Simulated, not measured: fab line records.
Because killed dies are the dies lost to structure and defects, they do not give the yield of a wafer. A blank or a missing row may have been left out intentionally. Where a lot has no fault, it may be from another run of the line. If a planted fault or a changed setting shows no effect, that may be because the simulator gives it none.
fab line records -- flow n5_finfet -- part 2 of 2: steps 5 to 6 of 6
[record] lots = 22, wafers = 66, last_day = 18
route steps=1938 shown BEOL_M8@1377 BEOL_M9@1414
lots with no fault: from the same line, run without faults
start_h: start of the lot's first displayed wafer, in hours after the record's first day -- wait_h: how many hours have passed since the lot's step before this one -- " repeats the value in the row above -- L1.1+2: a row that stands for several wafers -- - value missing, or start not given -- * or withheld: withheld -- < > ~ a bound
route shown NAME@n: names a module that has steps shown in the file, with the first one's number in the route -- usual: mean/standard deviation taken from wafers without a fault -- same: alike in all rows -- chamber/n: place in a boat -- sites: readings site by site -- _std_site: their standard deviation -- _edge_site: the outer-site mean with the inner-site mean subtracted -- radius_mm: for every site, how far away it sits from the centre of the wafer -- mask NAME#n: copy n -- behind: the most recent tool/chamber to have shaped the wafer -- hold: what put the lot on hold/how long, in hours/how the hold closed -- device: transistor that didn't switch, given as n, p or np -- end of line: the tests these same wafers got at the end of their route -- step lacking rows: just its recipe -- killed: the dies lost at the first sort to structure and to defects; this is not the yield of the wafer -- map: per-die view of a wafer (x killed, . not killed, _ where there is no die)
set.NAME: the setting that was run; set.NAME@STEP: the one run at that earlier step -- model.NAME: the simulator's own value behind a step, which no gauge read
steps of the route over a sample of lots; a table a step, a row a wafer
services: from which hour (start_h, from the record's first day; less than 0 if before it) a tool's chamber was out of use, for how many hours, and why
[[steps]]
[step N5_BEOL_M9_ETCH_62]
[recipe] chemistry = N2/H2, target = SOC, target_depth_a = 1100, overetch_a = 220, mask_material = SiARC, temp_c = 40, time_s = 165, ion_energy_ev = 200, pressure_mtorr = 30, source_w = 840, bias_w = 150, n2_flow_sccm = 200, h2_flow_sccm = 200
[usual] drypump_motor_current_A = 5.9/0.54, n2_flow_sccm = 200.1/0.58, oes_product_au = 0.69/0.074, rf_vpp_V = 524.2/2.5, showerhead_plenum_p_Torr = 2.55/0.083, throttle_valve_pct = 17.79/0.23
lot.wafer,tool,chamber,start_h,wait_h,drypump_motor_current_A,n2_flow_sccm,oes_product_au,rf_hours_counter_h,rf_vpp_V,showerhead_plenum_p_Torr,throttle_valve_pct
L074.2,rie_diel-05,2,203.79,0.0,6.5,199.8,0.76,40,520.8,2.49,17.66
L074.3,rie_diel-05,0,203.79,0.0,5.5,199.9,0.60,216,525.4,2.62,17.95
L074.6,rie_diel-05,2,203.79,0.0,6.5,199.6,0.76,-,523.1,2.49,17.68
L076.1,rie_diel-04,3,206.27,0.0,5.5,200.2,0.77,20,529.2,2.69,17.23
L076.4,rie_diel-04,3,206.27,0.0,5.5,200.2,0.79,-,528.9,2.69,17.22
L076.6,rie_diel-04,1,206.27,0.0,5.3,199.7,0.58,-,526.4,2.61,17.96
L075.2,rie_diel-02,1,212.45,0.0,6.2,200.1,0.77,9,522.5,2.50,17.86
L075.5,rie_diel-02,1,212.45,0.0,6.2,200.2,0.78,-,523.5,2.50,17.84
L075.6,rie_diel-02,2,212.45,0.0,6.8,199.5,0.69,-,524.3,2.57,18.06
L078.1,rie_diel-04,1,215.18,0.0,5.4,200.2,0.57,256,525.5,2.61,17.95
L078.3,rie_diel-04,2,215.18,0.0,5.7,200.8,0.59,250,525.9,2.60,17.81
L078.5,rie_diel-04,3,215.18,0.0,5.5,200.6,0.77,-,529.6,2.69,17.21
L077.2,rie_diel-05,2,215.50,0.0,6.5,200.6,0.75,44,522.2,2.49,17.69
L077.5,rie_diel-05,3,215.50,0.0,6.4,199.7,0.67,-,523.8,2.45,17.85
L077.6,rie_diel-05,0,215.50,0.0,5.5,200.9,0.59,-,525.6,2.62,17.95
L079.1,rie_diel-02,2,229.96,0.0,6.7,200.1,0.70,88,524.7,2.57,18.09
L079.2,rie_diel-02,1,229.96,0.0,6.2,200.1,0.76,14,522.7,2.50,17.84
L079.4,rie_diel-02,0,229.96,0.0,5.1,200.0,0.82,7,527.5,2.70,17.46
L080.1,rie_diel-04,0,243.04,0.0,5.4,200.3,0.80,8,526.1,2.60,17.97
L080.3,rie_diel-04,2,243.04,0.0,5.7,199.8,0.58,261,524.2,2.60,17.80
L080.4,rie_diel-04,3,243.04,0.0,5.5,200.0,0.76,33,528.7,2.69,17.23
L081.1,rie_diel-02,2,252.35,0.0,6.7,200.1,0.68,96,525.6,2.56,18.11
L081.3,rie_diel-02,0,252.35,0.0,5.0,199.3,0.81,13,528.7,2.70,17.49
L081.5,rie_diel-02,2,252.35,0.0,6.7,199.8,0.69,-,524.1,2.56,18.11
L082.2,rie_diel-05,2,252.55,0.0,6.5,200.1,0.74,56,521.4,2.48,17.70
L082.4,rie_diel-05,0,252.55,0.0,5.5,200.9,0.59,231,526.2,2.62,17.97
L082.6,rie_diel-05,0,252.55,0.0,5.4,200.8,0.59,-,525.8,2.62,17.98
L083.1,rie_diel-05,2,270.41,0.0,6.4,200.2,0.74,61,522.9,2.48,17.71
L083.5,rie_diel-05,1,270.41,0.0,5.6,199.8,0.64,-,521.6,2.43,17.75
L083.6,rie_diel-05,0,270.41,0.0,5.5,200.4,0.58,-,525.9,2.62,17.98
L084.3,rie_diel-05,3,271.20,0.0,6.4,200.6,0.66,126,522.5,2.44,17.86
L084.4,rie_diel-05,1,271.20,0.0,5.6,199.8,0.63,164,520.8,2.43,17.76
L084.5,rie_diel-05,0,271.20,0.0,5.4,200.5,0.58,-,525.1,2.61,17.99
L085.1,rie_diel-05,0,280.25,0.0,5.5,199.9,0.58,238,525.8,2.61,17.98
L085.4,rie_diel-05,1,280.25,0.0,5.6,199.5,0.63,167,520.6,2.43,17.75
L085.5,rie_diel-05,1,280.25,0.0,5.6,200.4,0.64,-,520.6,2.43,17.74
L086.1,rie_diel-02,2,281.95,0.0,6.8,200.8,0.68,105,525.3,2.56,18.11
L086.2,rie_diel-02,3,281.95,0.0,6.5,199.6,0.63,186,523.8,2.53,17.95
L086.5,rie_diel-02,1,281.95,0.0,6.2,199.9,0.74,-,522.3,2.49,17.87
L087.3,rie_diel-02,3,289.29,0.0,6.5,199.7,0.63,188,524.9,2.53,17.96
L087.4,rie_diel-02,0,289.29,0.0,5.0,199.8,0.78,23,527.9,2.69,17.52
L087.6,rie_diel-02,1,289.29,0.0,6.2,199.7,0.73,-,523.0,2.49,17.88
L088.2,rie_diel-05,2,291.33,0.0,6.4,201.7,0.73,67,521.2,2.48,17.71
L088.3,rie_diel-05,1,291.33,0.0,5.6,198.9,0.63,169,521.2,2.43,17.75
L088.5,rie_diel-05,3,291.33,0.0,6.3,200.5,0.66,-,519.8,2.44,17.88
L089.1,rie_diel-02,1,296.13,0.0,6.2,199.6,0.73,32,522.8,2.49,17.88
L089.2,rie_diel-02,0,296.13,0.0,5.0,201.0,0.78,25,528.3,2.69,17.51
L089.4,rie_diel-02,3,296.13,0.0,6.5,200.3,0.63,190,522.7,2.53,17.97
L091.1,rie_diel-05,2,314.35,0.0,6.5,200.8,0.72,73,522.9,2.47,17.73
L091.3,rie_diel-05,1,314.35,0.0,5.6,201.7,0.63,176,520.2,2.43,17.75
L091.4,rie_diel-05,3,314.35,0.0,6.4,199.5,0.66,138,522.6,2.44,17.87
L092.2,rie_diel-04,2,317.52,0.0,5.7,199.9,0.82,7,525.3,2.59,17.34
L092.4,rie_diel-04,0,317.52,0.0,5.4,200.7,0.75,32,524.1,2.59,18.01
L092.6,rie_diel-04,1,317.52,0.0,5.4,200.9,0.76,-,525.8,2.60,17.60
L096.2,rie_diel-04,2,336.92,0.0,5.7,199.8,0.80,13,526.5,2.59,17.35
L096.3,rie_diel-04,3,336.92,0.0,5.5,200.2,0.73,63,528.2,2.67,17.30
L096.4,rie_diel-04,1,336.92,0.0,5.3,199.0,0.74,27,525.0,2.60,17.61
L095.1,rie_diel-04,2,342.35,0.0,5.7,199.5,0.79,14,525.6,2.59,17.36
L095.3,rie_diel-04,0,342.35,0.0,5.4,200.2,0.73,39,524.8,2.58,18.01
L095.4,rie_diel-04,3,342.35,0.0,5.5,200.5,0.72,64,528.5,2.67,17.30
L094.1,rie_diel-02,3,342.58,0.0,6.5,199.8,0.62,204,523.4,2.52,17.97
L094.4,rie_diel-02,2,342.58,0.0,6.7,199.5,0.66,123,526.2,2.55,18.14
L094.6,rie_diel-02,0,342.58,0.0,5.0,200.2,0.77,-,528.1,2.68,17.53
L097.1,rie_diel-05,1,364.36,0.0,5.6,199.3,0.62,195,520.0,2.42,17.79
L097.2,rie_diel-05,0,364.36,0.0,5.4,199.4,0.81,7,526.3,2.61,17.57
L097.6,rie_diel-05,2,364.36,0.0,6.5,200.5,0.70,-,521.9,2.47,17.76
[step N5_BEOL_M9_STRIP_36]
[recipe] chemistry = N2/H2, power_w = 450, temp_c = 40, pressure_mtorr = 20, rf_frequency_hz = 6e+07, overash_fraction = 0.3, bias_power_w = 7, h2_frac = 0.5, n2_flow_sccm = 200, h2_flow_sccm = 200
[usual] drypump_motor_current_A = 5.9/0.58, n2_flow_sccm = 200.0/0.66, oes_product_au = 0.83/0.085, rf_vpp_V = 59.1/1.5, showerhead_plenum_p_Torr = 2.56/0.084, throttle_valve_pct = 23.65/0.29
[same] overash_fraction = 0.3
lot.wafer,tool,chamber,start_h,wait_h,drypump_motor_current_A,n2_flow_sccm,oes_product_au,rf_hours_counter_h,rf_vpp_V,showerhead_plenum_p_Torr,throttle_valve_pct
L074.2,rie_diel-05,0,205.46,0.0,5.5,201.0,0.71,216,55.4,2.62,23.95
L074.3,rie_diel-05,3,205.46,0.0,6.3,201.7,0.79,106,58.7,2.45,23.73
L074.6,rie_diel-05,2,205.46,0.0,6.5,200.6,0.89,-,57.4,2.48,23.41
L076.1,rie_diel-04,1,207.38,0.0,5.3,200.1,0.68,253,62.7,2.61,23.83
L076.4,rie_diel-04,3,207.38,0.0,5.5,198.5,0.93,-,58.5,2.69,22.98
L076.6,rie_diel-04,1,207.38,0.0,5.4,200.4,0.67,-,61.4,2.61,23.85
L075.2,rie_diel-02,1,214.05,0.0,6.2,199.7,0.93,9,59.9,2.49,23.91
L075.5,rie_diel-02,2,214.05,0.0,6.7,200.8,0.83,-,58.1,2.56,23.91
L075.6,rie_diel-02,3,214.05,0.0,6.5,200.4,0.77,-,58.8,2.53,23.57
L078.1,rie_diel-05,3,219.41,0.0,6.4,200.0,0.77,110,59.6,2.45,23.74
L078.3,rie_diel-05,1,219.41,0.0,5.6,200.8,0.76,149,59.8,2.43,23.52
L078.5,rie_diel-05,0,219.41,0.0,5.5,200.6,0.69,-,58.8,2.62,23.92
L077.2,rie_diel-05,1,219.83,0.0,5.6,199.9,0.76,149,59.4,2.43,23.52
L077.5,rie_diel-05,2,219.83,0.0,6.5,199.6,0.87,-,60.2,2.48,23.41
L077.6,rie_diel-05,3,219.83,0.0,6.4,199.8,0.78,-,58.1,2.45,23.75
L079.1,rie_diel-04,3,235.38,0.0,5.5,199.5,0.91,30,60.0,2.68,23.01
L079.2,rie_diel-04,2,235.38,0.0,5.7,200.8,0.67,258,61.0,2.60,23.53
L079.4,rie_diel-04,2,235.38,0.0,5.7,200.3,0.69,-,57.4,2.59,23.54
L080.1,rie_diel-04,0,245.66,0.0,5.4,199.9,0.93,9,58.8,2.59,24.03
L080.3,rie_diel-04,2,245.66,0.0,5.7,199.5,0.68,262,57.7,2.59,23.55
L080.4,rie_diel-04,1,245.66,0.0,5.4,200.4,0.96,1,59.4,2.61,23.59
L081.1,rie_diel-05,2,256.02,0.0,6.5,200.7,0.87,57,62.0,2.48,23.43
L081.3,rie_diel-05,0,256.02,0.0,5.5,200.1,0.69,232,57.9,2.61,23.96
L081.5,rie_diel-05,3,256.02,0.0,6.4,199.5,0.77,-,59.7,2.44,23.73
L082.2,rie_diel-02,2,256.06,0.0,6.8,199.2,0.82,96,56.2,2.56,23.94
L082.4,rie_diel-02,0,256.06,0.0,5.0,199.5,0.99,14,62.5,2.69,23.37
L082.6,rie_diel-02,1,256.06,0.0,6.2,199.7,0.90,-,59.2,2.49,23.93
L084.3,rie_diel-04,3,273.34,0.0,5.5,199.8,0.87,43,58.1,2.68,23.02
L084.4,rie_diel-04,0,273.34,0.0,5.4,199.9,0.91,-,59.8,2.59,24.08
L084.5,rie_diel-04,3,273.34,0.0,5.5,199.2,0.87,-,59.3,2.68,23.02
L083.1,rie_diel-02,0,273.44,0.0,5.0,200.4,0.97,19,61.4,2.69,23.37
L083.5,rie_diel-02,0,273.44,0.0,5.0,200.0,0.96,-,59.5,2.69,23.38
L083.6,rie_diel-02,3,273.44,0.0,6.5,199.8,0.75,-,59.2,2.53,23.61
L086.1,rie_diel-05,0,283.83,0.0,5.5,200.9,0.70,239,61.1,2.61,23.94
L086.2,rie_diel-05,1,283.83,0.0,5.6,199.9,0.75,167,58.9,2.43,23.53
L086.5,rie_diel-05,1,283.83,0.0,5.6,199.8,0.74,-,57.2,2.43,23.54
L085.1,rie_diel-04,1,284.45,0.0,5.4,200.1,0.93,12,59.4,2.60,23.64
L085.4,rie_diel-04,0,284.45,0.0,5.4,199.7,0.90,-,59.3,2.59,24.08
L085.5,rie_diel-04,1,284.45,0.0,5.4,200.6,0.92,-,59.7,2.60,23.59
L087.3,rie_diel-04,0,290.67,0.0,5.4,200.1,0.90,24,57.3,2.58,24.04
L087.4,rie_diel-04,1,290.67,0.0,5.4,200.4,0.92,-,57.8,2.60,23.62
L087.6,rie_diel-04,3,290.67,0.0,5.5,200.0,0.88,-,57.9,2.67,23.04
L088.2,rie_diel-02,2,292.46,0.0,6.7,199.1,0.80,108,60.1,2.55,23.94
L088.3,rie_diel-02,3,292.46,0.0,6.5,199.5,0.74,189,59.2,2.52,23.64
L088.5,rie_diel-02,3,292.46,0.0,6.5,198.5,0.74,-,58.2,2.53,23.63
L089.1,rie_diel-02,3,298.14,0.0,6.5,199.8,0.74,191,58.6,2.52,23.64
L089.2,rie_diel-02,0,298.14,0.0,5.0,200.1,0.95,26,62.3,2.69,23.40
L089.4,rie_diel-02,2,298.14,0.0,6.7,200.0,0.81,110,60.0,2.55,23.99
L091.1,rie_diel-02,0,315.67,0.0,5.1,199.0,0.92,31,59.2,2.68,23.37
L091.3,rie_diel-02,3,315.67,0.0,6.5,200.3,0.74,196,59.4,2.52,23.64
L091.4,rie_diel-02,2,315.67,0.0,6.8,200.7,0.79,115,59.3,2.55,23.97
L092.2,rie_diel-02,3,320.27,0.0,6.5,200.0,0.73,197,60.9,2.52,23.65
L092.4,rie_diel-02,0,320.27,0.0,5.0,199.7,0.93,33,61.2,2.68,23.42
L092.6,rie_diel-02,3,320.27,0.0,6.5,200.5,0.75,-,58.0,2.52,23.65
L096.2,rie_diel-05,1,341.25,0.0,5.6,200.5,0.73,185,58.7,2.42,23.57
L096.3,rie_diel-05,2,341.25,0.0,6.5,200.3,0.83,82,59.7,2.47,23.48
L096.4,rie_diel-05,3,341.25,0.0,6.4,200.0,0.75,-,56.5,2.43,23.77
L095.1,rie_diel-02,3,343.88,0.0,6.5,199.1,0.73,205,61.5,2.52,23.67
L095.3,rie_diel-02,0,343.88,0.0,5.0,201.2,0.91,37,59.6,2.68,23.41
L095.4,rie_diel-02,1,343.88,0.0,6.2,199.7,0.86,48,58.4,2.48,23.99
L094.1,rie_diel-02,0,344.42,0.0,5.1,200.0,0.93,37,60.4,2.68,23.42
L094.4,rie_diel-02,2,344.42,0.0,6.8,200.3,0.77,124,57.6,2.55,23.97
L094.6,rie_diel-02,0,344.42,0.0,5.0,200.4,0.92,-,59.5,2.68,23.39
L097.1,rie_diel-02,1,366.00,0.0,6.2,199.7,0.84,55,58.7,2.47,23.99
L097.2,rie_diel-02,2,366.00,0.0,6.7,199.8,0.78,130,59.8,2.54,24.00
L097.6,rie_diel-02,2,366.00,0.0,6.8,199.4,0.78,-,61.2,2.54,24.01
[[services]]
tool,chamber,start_h,hours,kind
rie_diel-04,0,184.42,-,clean
rie_diel-04,0,184.42,-,consumable_replace:esc
rie_diel-04,0,184.42,-,consumable_replace:focus_ring
rie_diel-04,0,184.42,36.4,scheduled_down
rie_diel-04,0,184.42,36.4,vent_cycle
rie_diel-02,0,191.04,-,clean
rie_diel-02,0,191.04,-,consumable_replace:focus_ring
rie_diel-02,0,191.04,-,consumable_replace:showerhead
rie_diel-02,0,191.04,13.5,scheduled_down
rie_diel-02,0,191.04,13.5,vent_cycle
rie_diel-04,1,220.95,-,clean
rie_diel-04,1,220.95,-,consumable_replace:focus_ring
rie_diel-04,1,220.95,21.6,scheduled_down
rie_diel-03,-,221.21,0.3,repair
rie_diel-03,1,267.61,8.5,repair
rie_diel-01,-,282.13,15.6,pm
rie_diel-03,0,288.61,3.7,repair
rie_diel-06,-,319.09,2.8,pm
rie_diel-02,0,324.30,6.3,repair
rie_diel-05,0,324.47,-,clean
rie_diel-05,0,324.47,-,consumable_replace:focus_ring
rie_diel-05,0,324.47,21.5,scheduled_down
rie_diel-05,0,324.47,21.5,vent_cycle
rie_diel-06,3,347.85,6.3,repair
